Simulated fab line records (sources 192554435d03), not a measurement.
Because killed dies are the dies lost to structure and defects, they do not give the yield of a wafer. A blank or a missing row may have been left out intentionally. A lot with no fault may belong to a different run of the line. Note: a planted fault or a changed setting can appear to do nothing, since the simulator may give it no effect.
Chamber matching / flow n5_finfet / uv_cure-01 running N5_BEOL_M10_CURE_71: 3 sister chambers
The step cures SiCOH lowk, time 240 s. 6 wafers are shown with their chamber, then 10 later ones without.

## WAFERS WITH THEIR CHAMBER
wafer=L087.5; chamber=1; wafer_temp_C_max=386.8; lamp_power_pct (%)=52.39
wafer=L087.6; chamber=1; wafer_temp_C_max=387.3; lamp_power_pct (%)=52.33
wafer=L089.5; chamber=0; wafer_temp_C_max=387.0; lamp_power_pct (%)=52.36
wafer=L089.6; chamber=0; wafer_temp_C_max=386.2; lamp_power_pct (%)=52.39
wafer=L088.1; chamber=2; wafer_temp_C_max=386.7; lamp_power_pct (%)=52.31
wafer=L088.3; chamber=2; wafer_temp_C_max=386.4; lamp_power_pct (%)=52.26

## WAFERS WITHOUT THEIR CHAMBER
wafer=L088.5; wafer_temp_C_max=386.1; lamp_power_pct (%)=52.27
wafer=L096.2; wafer_temp_C_max=386.4; lamp_power_pct (%)=52.28
wafer=L096.5; wafer_temp_C_max=386.7; lamp_power_pct (%)=52.30
wafer=L096.6; wafer_temp_C_max=386.2; lamp_power_pct (%)=52.35
wafer=L097.1; wafer_temp_C_max=387.3; lamp_power_pct (%)=52.35
wafer=L097.3; wafer_temp_C_max=387.6; lamp_power_pct (%)=52.33
wafer=L097.6; wafer_temp_C_max=386.8; lamp_power_pct (%)=52.31
wafer=L095.2; wafer_temp_C_max=385.9; lamp_power_pct (%)=52.44
wafer=L095.3; wafer_temp_C_max=387.0; lamp_power_pct (%)=52.40
wafer=L095.6; wafer_temp_C_max=386.3; lamp_power_pct (%)=52.27

## WHICH CHAMBER EACH ONE RAN IN
wafer=L088.5; from the rows above=2; in truth=2
wafer=L096.2; from the rows above=2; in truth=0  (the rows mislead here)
wafer=L096.5; from the rows above=can't be placed: 2 or 1 or 0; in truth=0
wafer=L096.6; from the rows above=can't be placed: 0 or 2 or 1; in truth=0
wafer=L097.1; from the rows above=can't be placed: 1 or 0 or 2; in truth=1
wafer=L097.3; from the rows above=can't be placed: 1 or 0 or 2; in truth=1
wafer=L097.6; from the rows above=can't be placed: 2 or 1 or 0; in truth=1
wafer=L095.2; from the rows above=can't be placed: 0 or 1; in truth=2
wafer=L095.3; from the rows above=can't be placed: 1 or 0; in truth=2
wafer=L095.6; from the rows above=2; in truth=2
2 of 10 placed correctly. From these rows, 7 cannot be placed; in 5 the true chamber is one of the candidates. Number placed wrongly: 1.
How it was worked out, from the rows above alone: a wafer's distance from a chamber is the root of the sum, over the readings, of the square of ((its reading less the chamber's mean) divided by the reading's scatter). If the next closest chamber is less than 2 further off than the closest, the wafer can't be placed; otherwise it belongs to the closest. For every chamber, the mean is computed from those of its wafers that are shown. The scatter: the root of (the sum of the squares of (reading less its chamber's mean) over the shown wafers, divided by (wafers less chambers)).
